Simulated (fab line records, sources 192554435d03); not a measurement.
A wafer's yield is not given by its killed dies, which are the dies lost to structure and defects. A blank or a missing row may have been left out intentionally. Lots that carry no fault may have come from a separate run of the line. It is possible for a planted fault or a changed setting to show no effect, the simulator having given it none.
fab line records	flow n5-finfet
record lots=6	wafers=18	last-day=17
route steps=1938 shown BEOL_M5@1179 BEOL_M6@1194 PASSIVATION@1936
lots untouched by any fault: they come from a run of this same line in which no faults occurred
start-h: start of the lot's first displayed wafer, in hours after the record's first day	wait-h: hours from the lot's prior step to this one	" same as the row above	L1.1+2: several wafers, shown together as one row	- value missing, or start not given	* or withheld: withheld	< > ~ a bound
route shown NAME@n: NAME is a module with steps in the file, n the number in the route of the first one	usual: average and standard deviation across the fault-free wafers	same: alike in all rows	chamber/n: place in a boat	sites: per-site readings	_std_site: their standard deviation	_edge_site: mean of outer sites minus mean of inner sites	radius-mm: for every site, how far away it sits from the centre of the wafer	mask NAME#n: copy n	behind: tool/chamber where the wafer was last shaped	hold: the reason the lot was held/the length of the hold in hours/how it ended	device: names the non-switching transistor (n, p or np)	end of line: tests run on the same wafers once the route is complete	a step without rows: its recipe alone	killed: not the wafer's yield, but the dies lost to structure and defects at the first sort	map: a wafer's dies, marking killed ones x, the rest . and places with no die _
set.NAME: the run value of the setting; set.NAME@STEP: its run value at that earlier step	model.NAME: the simulator's own value behind a step, which no gauge read
a table for each step, a row for each wafer; lots at some steps of the route
services: from which hour (start-h, from the record's first day; less than 0 if before it) a tool's chamber was out of use, for how many hours, and why
## steps
# step N5_BEOL_M5_SPUTTER_83
# recipe material=Cu	target-thk-a=150	temp-c=-20	chamber-pressure-pa=0.07	power-w=withheld	time-s=27.62
# usual chuck-gas-flow-sccm=1.26/0.06	throttle-valve-pct=29.9/1.2
lot.wafer	tool	chamber	start-h	wait-h	chuck-gas-flow-sccm	throttle-valve-pct
L757.1	pvd-sputter-01	-	191.43	0.5	1.26	28.0
L757.4	"	-	"	"	1.26	29.7
L757.6	"	-	"	"	1.09	27.9
L761.2	pvd-sputter-02	-	211.61	0.5	1.27	28.4
L761.4	"	-	"	"	1.31	31.0
L761.6	"	-	"	"	1.14	31.2
L764.1	pvd-sputter-03	-	227.98	0.5	1.24	30.7
L764.2	"	-	"	"	1.33	30.9
L764.6	"	-	"	"	1.25	31.0
L768.2	pvd-sputter-01	-	263.30	0.5	1.40	30.3
L768.3	"	-	"	"	1.37	29.9
L768.6	"	-	"	"	1.26	29.9
L772.2	pvd-sputter-03	-	281.81	0.5	1.29	28.3
L772.4	"	-	"	"	1.22	29.2
L772.6	"	-	"	"	1.17	30.7
L775.2	pvd-sputter-01	-	300.39	0.5	1.23	29.9
L775.3	"	-	"	"	1.19	31.4
L775.4	"	-	"	"	1.25	27.8
# step N5_BEOL_M5_ANNEAL_84
# recipe temp-c=400	time-s=1800	ambient=vacuum
# usual heater-power-w=849/95
lot.wafer	tool	chamber	start-h	wait-h	heater-power-w
L757.1	pvd-sputter-01	-	191.51	0.0	885
L757.4	"	-	"	"	709
L757.6	"	-	"	"	861
L761.2	pvd-sputter-02	-	211.69	0.0	652
L761.4	"	-	"	"	915
L761.6	"	-	"	"	907
L764.1	pvd-sputter-03	-	228.06	0.0	837
L764.2	"	-	"	"	886
L764.6	"	-	"	"	888
L768.2	pvd-sputter-01	-	263.38	0.0	944
L768.3	"	-	"	"	686
L768.6	"	-	"	"	696
L772.2	pvd-sputter-03	-	281.89	0.0	864
L772.4	"	-	"	"	913
L772.6	"	-	"	"	884
L775.2	pvd-sputter-01	-	300.47	0.0	692
L775.3	"	-	"	"	989
L775.4	"	-	"	"	889
# step N5_BEOL_M5_SPUTTER_88
# recipe material=Cu	target-thk-a=150	temp-c=-20	chamber-pressure-pa=0.07	power-w=withheld	time-s=27.62
# step N5_BEOL_M5_ANNEAL_89
# recipe temp-c=400	time-s=1800	ambient=vacuum
# step N5_BEOL_M5_SPUTTER_90
# recipe material=Cu	target-thk-a=45	temp-c=-20	chamber-pressure-pa=0.07	power-w=withheld	time-s=8.29
# step N5_BEOL_M5_ECD_50
# recipe material=Cu	target-thk-a=3000
# step N5_BEOL_M5_ANNEAL_51
# recipe temp-c=225	time-s=90	ambient=N2
# step N5_BEOL_M5_CMP_52
# recipe stop-on=SiCOH_lowk	t-overpolish-s=6.9	down-force-psi=1	platen-rpm=50	clearing-platen-down-force-psi=1.5	clearing-platen-rpm=50	post-cmp-clean=cu-alkaline	target-thk-nm=62	clearing-platen-pad-velocity-m-s=0.99484	pad-velocity-m-s=0.99484
# usual barrier-field-endpoint-s=24.7/0.63	clearing-platen-down-force-psi=1.4998/0.0027	motor-current-A=6.1/0.51	overpolish-run-s=6.899/0.0089	pad-life-wafers=1244/610	time-to-endpoint-s=63/3.4
lot.wafer	tool	chamber	start-h	wait-h	barrier-field-endpoint-s	clearing-platen-down-force-psi	motor-current-A	overpolish-run-s	pad-life-wafers	time-to-endpoint-s
L757.4	cmp-01	0	195.62	0.2	24.6	1.4993	5.6	6.890	1537	60
L757.1	"	2	"	"	24.4	1.4995	6.1	6.899	1539	62
L757.6	"	3	"	"	24.3	1.4972	6.0	6.896	-	62
L761.4	cmp-03	0	217.55	0.2	25.2	1.4979	5.8	6.901	1340	67
L761.2	"	1	"	"	24.9	1.5013	6.6	6.890	1341	65
L761.6	"	3	"	"	25.3	1.4996	6.9	6.908	-	66
L764.2	cmp-03	1	233.90	0.2	25.0	1.5011	6.6	6.908	1452	63
L764.1	"	2	"	"	24.4	1.5009	5.9	6.909	1453	65
L764.6	"	1	"	"	25.8	1.5009	6.6	6.904	-	64
L768.3	cmp-02	3	266.06	0.2	23.1	1.4995	5.8	6.907	421	51
L768.2	"	0	"	"	24.5	1.4978	6.1	6.894	422	60
L768.6	"	2	"	"	24.4	1.5011	6.0	6.887	-	56
L772.2	cmp-03	2	284.48	0.2	24.0	1.5004	6.4	6.903	1842	65
L772.4	"	1	"	"	24.9	1.5011	6.2	6.894	1845	67
L772.6	"	2	"	"	24.5	1.5044	6.3	6.885	-	62
L775.2	cmp-03	0	303.06	0.2	26.4	1.4978	5.8	6.901	2004	67
L775.4	"	1	"	"	24.6	1.4982	6.6	6.900	2005	63
L775.3	"	2	"	"	24.8	1.4966	6.1	6.898	2006	65
# step N5_BEOL_M5_THK_MEAS_53
# recipe thk-meas-gauge=xrf	reads=Cu_of_BEOL_M5_ECD_50
# usual M5_THK=60.8/1.7
lot.wafer	tool	chamber	start-h	wait-h	M5_THK[nm]
L757.1	film-metro-02	-	195.88	-	58.8
L757.4	"	-	"	"	60.1
L757.6	"	-	"	"	59.0
L761.2	film-metro-02	-	217.77	-	61.0
L761.4	"	-	"	"	60.5
L761.6	"	-	"	"	60.4
L764.1	film-metro-02	-	234.19	-	61.9
L764.2	"	-	"	"	61.6
L764.6	"	-	"	"	62.0
L768.2	film-metro-01	-	266.32	-	61.0
L768.3	"	-	"	"	58.7
L768.6	"	-	"	"	60.2
L772.2	film-metro-02	-	284.78	-	59.6
L772.4	"	-	"	"	59.8
L772.6	"	-	"	"	60.5
L775.2	film-metro-01	-	303.36	-	60.1
L775.3	"	-	"	"	61.0
L775.4	"	-	"	"	60.3
# step N5_BEOL_M5_PRE_CLEAN_77
# recipe gas=NH3/H2	time-s=15	temp-c=*	rf-power-w=300
# usual heater-power-w=78/13
lot.wafer	tool	chamber	start-h	wait-h	heater-power-w
L757.1	cvd-co-02	2	195.91	0.0	68
L757.4	"	0	"	"	60
L757.6	"	2	"	"	69
L761.2	cvd-co-02	0	217.81	0.0	61
L761.4	"	1	"	"	92
L761.6	"	2	"	"	68
L764.1	cvd-co-02	2	234.23	0.0	68
L764.2	"	0	"	"	61
L764.6	"	2	"	"	70
L768.2	cvd-co-02	0	266.36	0.0	62
L768.3	"	1	"	"	92
L768.6	"	1	"	"	94
L772.2	cvd-co-01	2	284.81	0.0	68
L772.4	"	2	"	"	71
L772.6	"	1	"	"	93
L775.2	cvd-co-02	2	303.39	0.0	70
L775.3	"	1	"	"	92
L775.4	"	2	"	"	69
# step N5_BEOL_M5_CO_CAP_78
# recipe material=Co	target-thk-a=20	temp-c=200	precursor=CCTBA/H2	pressure-torr=30	time-s=102.1
# step N5_BEOL_M5_PRE_CLEAN_55
# recipe gas=NH3	time-s=15	temp-c=withheld	rf-power-w=300
# step N5_BEOL_M5_DEP_56
# recipe material=SiCN	target-thk-a=80	temp-c=withheld	precursor=3MS/NH3	pressure-torr=3	rf-w=202	time-s=14
# usual showerhead-plenum-p-Torr=3.667/0.014	showerhead-vpp-V=891/40	throttle-valve-pct=8.9/0.56
lot.wafer	tool	chamber	start-h	wait-h	showerhead-plenum-p-Torr	showerhead-vpp-V	throttle-valve-pct
L757.1	pecvd-04	0	196.08	0.0	3.669	914	8.5
L757.4	"	0	"	"	3.663	909	8.7
L757.6	"	0	"	"	3.664	897	8.5
L761.2	pecvd-03	1	217.97	0.0	3.683	857	8.3
L761.4	"	2	"	"	3.651	869	8.8
L761.6	"	1	"	"	3.681	838	8.7
L764.1	pecvd-04	1	234.40	0.0	3.679	874	9.3
L764.2	"	0	"	"	3.669	901	8.6
L764.6	"	0	"	"	3.668	909	8.5
L768.2	pecvd-04	2	266.51	0.0	3.667	911	8.0
L768.3	"	1	"	"	3.675	872	9.5
L768.6	"	2	"	"	3.663	886	8.2
L772.2	pecvd-03	1	284.97	0.0	3.682	847	8.1
L772.4	"	1	"	"	3.680	854	8.4
L772.6	"	0	"	"	3.690	988	9.9
L775.2	pecvd-03	1	303.55	0.0	3.692	845	8.5
L775.3	"	0	"	"	3.699	976	10.0
L775.4	"	2	"	"	3.647	852	9.2
# step N5_BEOL_M5_RS_MEAS_57
# recipe thk-meas-gauge=four-point-probe	reads=Co_of_BEOL_M5_CO_CAP_78+Cu_of_BEOL_M5_ECD_50+Co_of_BEOL_M5_CVD_47+TaN_of_BEOL_M5_ALD_86
# usual M5_RS=0.391/0.013
lot.wafer	tool	chamber	start-h	wait-h	M5_RS[ohm/sq]
L757.1	film-metro-01	-	196.17	0.1	0.406
L757.4	"	-	"	"	0.395
L757.6	"	-	"	"	0.402
L761.2	film-metro-02	-	218.03	0.1	0.382
L761.4	"	-	"	"	0.388
L761.6	"	-	"	"	0.387
L764.1	film-metro-01	-	234.48	0.1	0.379
L764.2	"	-	"	"	0.384
L764.6	"	-	"	"	0.378
L768.2	film-metro-02	-	266.58	0.1	0.386
L768.3	"	-	"	"	0.407
L768.6	"	-	"	"	0.394
L772.2	film-metro-02	-	285.04	0.1	0.401
L772.4	"	-	"	"	0.399
L772.6	"	-	"	"	0.394
L775.2	film-metro-01	-	303.62	0.1	0.396
L775.3	"	-	"	"	0.388
L775.4	"	-	"	"	0.395
# step N5_BEOL_M5_INSPECT_58
# recipe inspect-instrument=darkfield	mode=post-dep
# usual raw-defect-count=77/21
lot.wafer	tool	chamber	start-h	wait-h	raw-defect-count
L757.1	defect-inspect-01	-	196.19	0.0	103
L757.4	"	-	"	"	87
L757.6	"	-	"	"	84
L761.2	defect-inspect-01	-	218.06	0.0	60
L761.4	"	-	"	"	61
L761.6	"	-	"	"	83
L764.1	defect-inspect-01	-	234.51	0.0	1352
L764.2	"	-	"	"	64
L764.6	"	-	"	"	88
L768.2	defect-inspect-02	-	266.61	0.0	128
L768.3	"	-	"	"	1306
L768.6	"	-	"	"	106
L772.2	defect-inspect-02	-	285.06	0.0	48
L772.4	"	-	"	"	76
L772.6	"	-	"	"	87
L775.2	defect-inspect-01	-	303.64	0.0	66
L775.3	"	-	"	"	46
L775.4	"	-	"	"	43
# step N5_BEOL_M6_ILD_DEP_00
# recipe material=SiCOH_lowk	target-thk-a=1797.5	temp-c=300	precursor=DEMS/porogen	pressure-torr=5	rf-w=500	time-s=33.4
# step N5_BEOL_M6_CURE_74
# recipe temp-c=385	time-s=240	ambient=He/Ar	material=SiCOH_lowk
# step N5_BEOL_M6_THK_MEAS_01
# recipe reads=SiCOH_lowk_of_BEOL_M6_ILD_DEP_00
# usual M6_ILD_THK=154.7/1.9
lot.wafer	tool	chamber	start-h	wait-h	M6_ILD_THK[nm]
L757.1	film-metro-02	-	196.83	0.4	155.1
L757.4	"	-	"	"	156.0
L757.6	"	-	"	"	155.9
L761.2	film-metro-02	-	218.67	0.4	154.1
L761.4	"	-	"	"	157.5
L761.6	"	-	"	"	157.2
L764.1	film-metro-01	-	235.12	0.4	152.8
L764.2	"	-	"	"	152.3
L764.6	"	-	"	"	155.5
L768.2	film-metro-01	-	267.22	0.4	152.8
L768.3	"	-	"	"	152.2
L768.6	"	-	"	"	155.1
L772.2	film-metro-01	-	285.68	0.4	151.4
L772.4	"	-	"	"	155.5
L772.6	"	-	"	"	154.5
L775.2	film-metro-02	-	304.26	0.4	153.1
L775.3	"	-	"	"	151.3
L775.4	"	-	"	"	153.3
# step N5_BEOL_M6_PECVD_70
# recipe material=SiO2	target-thk-a=200	temp-c=400	precursor=TEOS/O2	pressure-torr=5.5	rf-w=450	teos-flow-sccm=53.8	gas=O2	flow-sccm=3000	time-s=22.7
# step N5_BEOL_M6_HM_DEP_02
# recipe material=TiN	target-thk-a=200	temp-c=25	chamber-pressure-pa=0.49996
# usual throttle-valve-pct=30.0/1.2
lot.wafer	tool	chamber	start-h	wait-h	throttle-valve-pct
L757.1	pvd-sputter-02	-	199.18	2.3	29.8
L757.4	"	-	"	"	30.9
L757.6	"	-	"	"	28.2
L761.2	pvd-sputter-02	-	218.96	0.2	31.3
L761.4	"	-	"	"	31.2
L761.6	"	-	"	"	29.6
L764.1	pvd-sputter-03	-	235.45	0.3	30.9
L764.2	"	-	"	"	30.9
L764.6	"	-	"	"	29.4
L768.2	pvd-sputter-02	-	269.46	2.2	31.2
L768.3	"	-	"	"	28.6
L768.6	"	-	"	"	28.3
L772.2	pvd-sputter-01	-	286.61	0.9	31.4
L772.4	"	-	"	"	30.2
L772.6	"	-	"	"	29.9
L775.2	pvd-sputter-03	-	304.46	0.1	28.0
L775.3	"	-	"	"	30.4
L775.4	"	-	"	"	31.0
# step N5_BEOL_M6_COAT_59
# recipe resist=SOC	temp-c=250	time-s=60	spin-rpm=1500	resist-thk-nm=100
# step N5_BEOL_M6_COAT_60
# recipe resist=SiARC	temp-c=220	time-s=60	spin-rpm=1500	resist-thk-nm=35
# step N5_BEOL_M6_COAT_05
# recipe resist=CAR-ArF	spin-rpm=1500	resist-thk-nm=90
# step N5_BEOL_M6_EBR_07
# recipe solvent=PGMEA	ebr-width-mm=1.5
# step N5_BEOL_M6_SOFTBAKE_06
# recipe temp-c=110	time-s=60	resist=CAR-ArF
# step N5_BEOL_M6_EXPOSE_08
# recipe mask-id=M6	na=1.35	source-shape=dipole	sigma-inner=0.817	sigma-outer=0.97	polarization=te	dose-mj=68.25
# step N5_BEOL_M6_PEB_09
# recipe peb-temp-c=withheld	peb-time-s=60	resist=CAR-ArF
# step N5_BEOL_M6_DEVELOP_10
# recipe develop-time-s=30	developer=TMAH	resist=CAR-ArF	rinse-liquid=diw	dry=air-spin	dev-temp-c=23
# step N5_BEOL_M6_CD_MEAS_11
# recipe target-cd-nm=38.5	landing-energy-ev=500	detector=se-inlens	polarity=opening
# usual cd-nm=38.6/0.53
lot.wafer	tool	chamber	start-h	wait-h	cd-nm
L757.1	cd-sem-02	0	199.67	-	38.5
L757.4	"	0	"	"	38.3
L757.6	"	0	"	"	39.0
L761.2	cd-sem-01	0	219.46	-	39.0
L761.4	"	0	"	"	38.7
L761.6	"	0	"	"	39.4
L764.1	cd-sem-01	0	235.95	-	37.9
L764.2	"	0	"	"	38.2
L764.6	"	0	"	"	38.1
L768.2	cd-sem-03	0	269.84	-	38.4
L768.3	"	0	"	"	38.6
L768.6	"	0	"	"	39.3
L772.2	cd-sem-03	0	287.11	-	38.0
L772.4	"	0	"	"	38.8
L772.6	"	0	"	"	38.3
L775.2	cd-sem-02	0	304.84	-	38.7
L775.3	"	0	"	"	38.1
L775.4	"	0	"	"	37.9
# step N5_BEOL_M6_OVL_MEAS_12
# recipe points-per-wafer=44
# usual M6_OVL=-1.0/0.76
lot.wafer	tool	chamber	start-h	wait-h	M6_OVL[nm]
L757.1	overlay-02	0	199.74	0.1	-2.2
L757.4	"	0	"	"	-1.5
L757.6	"	0	"	"	-2.3
L761.2	overlay-01	0	219.49	0.0	-0.3
L761.4	"	0	"	"	-1.3
L761.6	"	0	"	"	-1.5
L764.1	overlay-02	0	235.98	0.0	-0.7
L764.2	"	0	"	"	0.0
L764.6	"	0	"	"	-0.4
L768.2	overlay-01	0	269.87	0.0	0.0
L768.3	"	0	"	"	-0.3
L768.6	"	0	"	"	0.9
L772.2	overlay-01	0	287.14	0.0	-0.3
L772.4	"	0	"	"	-0.4
L772.6	"	0	"	"	-0.2
L775.2	overlay-01	0	304.87	0.0	-2.1
L775.3	"	0	"	"	-1.3
L775.4	"	0	"	"	-2.3
# step N5_BEOL_M6_INSPECT_13
# recipe mode=adi	inspect-instrument=brightfield
# usual raw-defect-count=441/91
lot.wafer	tool	chamber	start-h	wait-h	raw-defect-count
L757.1	defect-inspect-02	-	199.76	0.0	397
L757.4	"	-	"	"	345
L757.6	"	-	"	"	399
L761.2	defect-inspect-02	-	219.52	0.0	359
L761.4	"	-	"	"	575
L761.6	"	-	"	"	381
L764.1	defect-inspect-01	-	236.00	0.0	1645
L764.2	"	-	"	"	296
L764.6	"	-	"	"	470
L768.2	defect-inspect-02	-	269.89	0.0	594
L768.3	"	-	"	"	1793
L768.6	"	-	"	"	495
L772.2	defect-inspect-02	-	287.16	0.0	406
L772.4	"	-	"	"	468
L772.6	"	-	"	"	406
L775.2	defect-inspect-01	-	304.89	0.0	361
L775.3	"	-	"	"	290
L775.4	"	-	"	"	481
# step N5_BEOL_M6_DESCUM_16
# recipe chemistry=O2	time-s=7.9	source-power-w=50	bias-power-w=20	pressure-mtorr=20	rf-frequency-hz=2.712e+07	temp-c=40	resist=CAR-ArF	o2-flow-sccm=225
# step N5_PASSIVATION_PROBE_49
# usual defect-limited-yield=91.3/1.3	killed_at_M0_to_M3=35/9.3	killed_at_M4_up=14/5.2	killed-at-contacts=12/5.9	killed-at-front-end=38/11	killed-at-other=4/3.7	killed-dies=103/15	killed-on-rim=14/4	killed-open=67/12	killed-short=34/8	sort_bin_5_function=5.1/0.88	sort_bin_6_memory=3.3/0.65	sort-n-pass=1077/15	sort-yield-pct=91.3/1.3
# same gross-dies=1180	killed-at-back-side=0	sort_bin_4_leakage[%]=0	sort_bin_8_speed[%]=0
lot.wafer	tool	chamber	start-h	wait-h	defect-limited-yield[%]	killed_at_M0_to_M3	killed_at_M4_up	killed-at-contacts	killed-at-front-end	killed-at-other	killed-dies	killed-on-rim	killed-open	killed-short	sort_bin_5_function[%]	sort_bin_6_memory[%]	sort-n-pass	sort-yield-pct[%]
L764.1	prober-01	-	332.16	0.0	88.3	33	60	3	41	1	138	26	66	20	7.8	2.1	1042	88.3
L768.3	prober-01	-	380.70	0.1	86.4	40	66	8	44	2	160	34	70	35	8.0	3.8	1020	86.4
# killed by level:class
L764.1 BEOL_M5:unspecified=52 STI_FIN_REVEAL:geometric-particle:open=12 BEOL_M2:geometric-particle:open=11 BEOL_M0_SAQP:geometric-particle:open=9 FIN_SAQP:geometric-particle:short=8 FIN_SAQP:geometric-particle:open=6 BEOL_M4:geometric-particle:open=5 BEOL_M3:geometric-particle:open=5
L768.3 BEOL_M5:unspecified=55 BEOL_M2:geometric-particle:open=13 BEOL_M0_SAQP:geometric-particle:short=11 STI_FIN_REVEAL:geometric-particle:open=9 FIN_SAQP:geometric-particle:open=7 MOL_CONTACT_COAG:geometric-particle:open=7 BEOL_M1:geometric-particle:open=7 BEOL_M0_SAQP:geometric-particle:open=6
# map L764.1 (x killed, . not)
_________________xx..........________________
______________...............x.._____________
___________..............x........x__________
__________......................x..._________
________..................x.....x...xx_______
_______.x...x....x..x....x..........xxx______
______...............x.......x......xxxx_____
_____.................x...........x..xxxx____
____.......................x.x....x..xxxxx___
___..................x..............xxxxxxx__
___...........................x.......xxxxx__
__....x........x.........x..........xxxxxxxx_
__.x................x..........x.....xxxxxxx_
_.......xx.....x.x.x..xx..x............xxxxxx
_..........................................x.
_........x...................................
_...................x................x..x.x..
_..........................x...x.............
_....x...x...............x.x.....x.x.........
_..............x..x................x.........
_.........x.x.....x..........................
__x.........x........x...................x.._
__.............x.......x...........x.x......_
___..................xx.............x...x..__
___..................x..............x......__
____................x..x..................___
_____.......xx...........x....x......x...____
______..................x..x............_____
_______.....x......................x...______
________..x..xx.......x..............._______
__________.........................._________
___________...................x....__________
______________x................._____________
_________________............________________
# map L768.3 (x killed, . not)
_________________....x.......________________
______________...........x...xx._____________
___________x..x..x.............x...__________
__________x........................._________
________...x.....x...........xx..x...x_______
_______................x.....x......xxx______
______.........x...................xxxxx_____
_____........xx.............x.....x..xxxx____
____...........x........x....xx...xxxxxxxx___
___..xx.....x.......x...............xxxxxxx__
___..x...............x.......x..x....xxxxxx__
__.............x..x........x.....x..xxxxxxxx_
__.......xx.....x....................x..xxxx_
_...x.............x......................xxxx
_x...x...........x.......x..............x.xxx
_........x....x...x..............x..........x
_..x.x.x.........x...............x...........
_xx....................x...x...x...x.......x.
_......................................x.....
_..........x..x..................x.....x.....
_..............x...................xx........
__...x...........................x.........._
__...x...............x.............x........_
___..........x...x.x.......................__
___....x..........................x.......x__
____.............x........................___
_____.x.x............x.............x..x..____
______x.x....................x.........._____
_______........xx......x.xx...x........______
________.............................._______
__________...x.........x...........x_________
___________.......x........xx......__________
______________..............x..._____________
_________________.......x....________________
## services
tool	chamber	start-h	hours	kind
cvd-co-02	-	167.46	5.8	repair
pecvd-04	1	177.27	5.5	scheduled-down
pecvd-04	-	180.72	0.2	repair
cmp-01	-	189.89	0.5	repair
cmp-01	-	193.71	0.6	repair
pecvd-04	2	194.24	5.5	scheduled-down
cmp-03	-	198.46	2.4	repair
pecvd-04	2	205.86	5.5	scheduled-down
cmp-01	-	207.65	1.6	repair
cmp-02	-	210.90	4.0	pm
cmp-02	-	214.90	-	consumable-replace:conditioner
cmp-02	-	214.90	-	consumable-replace:pad
pecvd-04	0	229.33	-	calibration
cmp-02	-	233.10	0.6	repair
pecvd-03	2	239.01	5.5	scheduled-down
pvd-sputter-03	-	254.06	7.5	repair
cmp-03	-	266.47	0.5	repair
cvd-co-02	-	276.15	3.8	pm
cmp-01	-	276.31	4.0	pm
cmp-01	-	280.31	-	consumable-replace:conditioner
cmp-01	-	280.31	-	consumable-replace:pad
## key
first-sign step=N5_BEOL_M5_INSPECT_58	reading=raw-defect-count	direction=up	sigmas=60	usual=77	struck=1329
effect step=N5_BEOL_M6_INSPECT_13	reading=raw-defect-count	direction=up	sigmas=14	usual=441	struck=1719
effect step=N5_PASSIVATION_PROBE_49	reading=killed_at_M4_up	direction=up	sigmas=9.5	usual=14	struck=63
more-kills-born-at N5_BEOL_M5_DEP_56@pecvd-04=107
met-at N5_BEOL_M5_DEP_56
struck-wafers L764.1,L768.3
fault kind=chamber-particle-source	tool=pecvd-04	chamber=1	onset-h=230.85	steps=N5_BEOL_M5_DEP_56	rate-per-visit-cm2=1.8714	end-h=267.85
